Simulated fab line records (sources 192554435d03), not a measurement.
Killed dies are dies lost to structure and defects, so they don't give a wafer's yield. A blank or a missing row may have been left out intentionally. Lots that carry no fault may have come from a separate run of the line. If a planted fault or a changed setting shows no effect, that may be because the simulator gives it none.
Comparing a struck lot with a sound one | flow n5_finfet | 16 steps out of a route of 1938
Sound: the wafers L184.2, L184.3, L184.6. Struck: wafer L191.1 (left out: L191.3, L191.4 of the same lot, which were not struck); the cause appears at the end.
Per side, at each step with rows, come the tool, then ch with its chambers, and then its first start. Under that, the readings that differ: sound wafers | struck wafers | difference of the means | sigmas: that difference in standard deviations of wafers without a fault.
alike: a reading whose means differ by less than 2 such deviations, as well as words and numbers matching on both sides. not compared: withheld readings; readings where some wafer has no value; bounds like >300 that might hide an equal value; numbers whose values overlap and for which the record gives no deviation.
The two part at a step that has a row with sigmas, a row that says differs or no value, or rows on one side only. Numbers that have no deviation but don't overlap get no sigmas and don't part them. Lack of a reading on every wafer of one side parts them only where that side has two or more wafers.

N5_MOL_CONTACT_COAG_ETCH_106: etches SOC in N2/H2, target depth 80 nm, overetch 16 nm, time 120 s.
  sound on rie_diel-02 ch 0,2,3, day 7 10:49; struck on rie_diel-02 ch 3, day 9 09:05
  alike: chamber_pressure_mTorr, drypump_motor_current_A, oes_product_au, rf_vpp_V, showerhead_plenum_p_Torr, throttle_valve_pct
  not compared: rf_hours_counter_h
then, 2 steps without rows for these wafers: N5_MOL_CONTACT_COAG_STRIP_107 (strips in N2/H2); N5_MOL_CONTACT_COAG_STRIP_108 (strips in N2/H2).
N5_MOL_CONTACT_COAG_CONTACT_ETCH_14: etches SiO2 in C4F6/O2, target depth 27.5 nm, overetch 8.5 nm, time 20 s.
  sound on rie_diel-02 ch 0,2,3, day 7 10:55; struck on rie_diel-02 ch 3, day 9 09:11
  alike: O2_flow_sccm, chamber_pressure_mTorr, drypump_motor_current_A, oes_product_au, rf_vpp_V, showerhead_plenum_p_Torr, throttle_valve_pct
  not compared: rf_hours_counter_h
then, 3 steps without rows for these wafers: N5_MOL_CONTACT_COAG_STRIP_109 (strips in C4F6/O2); N5_MOL_CONTACT_COAG_ETCH_15 (etches SiNx in CH3F/O2, stops on Si:P, target depth 7 nm); N5_MOL_CONTACT_COAG_ETCH_110 (etches Si in CF4/O2, target depth 2.5 nm, time 8 s).
N5_MOL_CONTACT_COAG_STRIP_98: strips in N2/H2.
  sound on rie_diel-02 ch 0,2,3, day 7 11:04; struck on rie_diel-02 ch 3, day 9 09:19
  alike: chamber_pressure_mTorr, drypump_motor_current_A, oes_product_au, rf_vpp_V, showerhead_plenum_p_Torr, throttle_valve_pct
  not compared: rf_hours_counter_h
N5_MOL_CONTACT_COAG_CD_MEAS_99: target cd 17.2 nm.
  struck on cd_sem-01, day 9 09:24; sound on cd_sem-03, day 7 11:08
  reading    | sound          | struck | difference | sigmas
  cd_nm (nm) | 16.3 17.4 17.1 | 18.0   | +1.1       | +3
then, 2 steps without rows for these wafers: N5_MOL_CONTACT_COAG_IMPLANT_129; N5_MOL_CONTACT_COAG_PRECLEAN_111 (cleans in NF3:NH3, afs cycles 1, time 20 s, sublimation time 60 s).
N5_MOL_CONTACT_COAG_TI_SIL_19: material Ti, target thk 4.2 nm, time 15 s.
  struck on pvd_sputter-02, day 9 11:02; sound on pvd_sputter-01, day 7 11:58
  alike: throttle_valve_pct
N5_MOL_CONTACT_COAG_ALD_20: deposits TiN, target thk 1.5 nm, pulse time 1 s, purge time 3 s.
  sound on ald_metal-02 ch 0,1,3, day 7 12:05; struck on ald_metal-04 ch 0, day 9 11:10
  reading                      | sound | struck | difference | sigmas
  co_reactant_pulse_time_s (s) | 2 2 2 | 2.5675 | +0.5675    |
  alike: heater_power_w, precursor_pulse_height_rel
N5_MOL_CONTACT_COAG_SIL_ANNEAL_21: time 60 s.
  sound on rtp_anneal-01 ch 0, day 7 12:29; struck on rtp_anneal-01 ch 0, day 9 11:32
  alike: lamp_power_pct, wafer_temp_C_max
-- record jumps: 7 days separate the struck wafers' starts on either side; left off in module MOL_CONTACT_COAG, taken up again in module BEOL_M4, whose first shown step is the route's number 1111 --
N5_BEOL_M4_RC_MEAS_101:
  sound on prober-01 ch 0, day 14 07:56; struck on prober-02 ch 0, day 16 03:39
  reading   | sound          | struck | difference | sigmas
  VT_P (mV) | -248 -243 -248 | -255   | -9         | -2
  alike: DIBL_N, DIBL_P, IOFF_N, IOFF_P, ION_N, ION_P, SS_N, SS_P, VT_N
-- record jumps: 5 days separate the struck wafers' starts on either side; left off in module BEOL_M4, taken up again in module PASSIVATION, whose first shown step is the route's number 1936 --
N5_PASSIVATION_PROBE_49:
  struck on prober-02, day 20 18:34; sound on prober-01, day 18 15:15
  alike: defect_limited_yield, killed_at_M0_to_M3, killed_at_M4_up, killed_at_contacts, killed_at_front_end, killed_at_other, killed_dies, killed_open, killed_short, sort_bin_5_function, sort_bin_6_memory, sort_n_pass, sort_yield_pct

WHERE THEY PART
First at N5_MOL_CONTACT_COAG_CD_MEAS_99; last, within this record, at N5_BEOL_M4_RC_MEAS_101. Later steps at which nothing parts them and some readings are alike: N5_PASSIVATION_PROBE_49.

WHY: the cause the simulator had injected
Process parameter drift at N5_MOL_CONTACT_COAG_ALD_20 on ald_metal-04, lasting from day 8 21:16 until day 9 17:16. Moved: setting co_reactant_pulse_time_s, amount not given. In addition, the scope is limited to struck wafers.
